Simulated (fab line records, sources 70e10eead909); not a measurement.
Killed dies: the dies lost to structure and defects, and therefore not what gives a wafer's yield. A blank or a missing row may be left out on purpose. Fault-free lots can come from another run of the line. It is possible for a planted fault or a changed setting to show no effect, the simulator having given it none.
Chamber matching ; flow nand-harc ; 4 sister chambers for NHARC_A_STAIRCASE_TRIM_220 on rie-diel-04
The step chemistry O2, time 211.2 s. 8 wafers are shown with their chamber, then 12 later ones without.

## EACH WAFER AND ITS CHAMBER
wafer;chamber;showerhead-plenum-p-Torr (Torr);drypump-motor-current-A (A)
L079.2;0;3.33;5.0
L083.3;0;3.32;5.1
L085.3;1;3.40;6.2
L089.4;3;3.65;5.3
L089.5;2;3.44;5.7
L084.2;2;3.44;5.7
L084.3;3;3.65;5.2
L084.4;1;3.40;6.2

## WAFERS WHOSE CHAMBER IS MISSING
wafer;showerhead-plenum-p-Torr (Torr);drypump-motor-current-A (A)
L088.1;3.40;6.2
L088.3;3.31;5.1
L088.6;3.44;5.7
L091.4;3.44;5.7
L091.5;3.64;5.3
L091.6;3.31;5.0
L096.1;3.44;5.7
L096.3;3.31;5.1
L096.4;3.64;5.3
L097.2;3.43;5.7
L097.3;3.39;6.2
L097.6;3.43;5.7

## CHAMBER TAKEN BY EACH
wafer;from the rows above;in truth
L088.1;1;1
L088.3;0;0
L088.6;2;2
L091.4;2;2
L091.5;3;3
L091.6;0;0
L096.1;2;2
L096.3;0;0
L096.4;3;3
L097.2;2;2
L097.3;1;1
L097.6;2;2
12 of 12 placed correctly. From these rows, 0 cannot be placed. Number placed wrongly: 0.
How it was worked out, from the rows above alone: a wafer's distance from a chamber is the root of the sum, over the readings, of the square of ((its reading less the chamber's mean) divided by the reading's scatter). The wafer belongs to the nearest chamber; if the next one is less than 2 further off, it can't be placed. For every chamber, the mean is computed from those of its wafers that are shown. How the scatter is found: for the shown wafers, subtract from each reading the mean of its chamber, square and add these, divide the total by (wafers less chambers), then take the root.
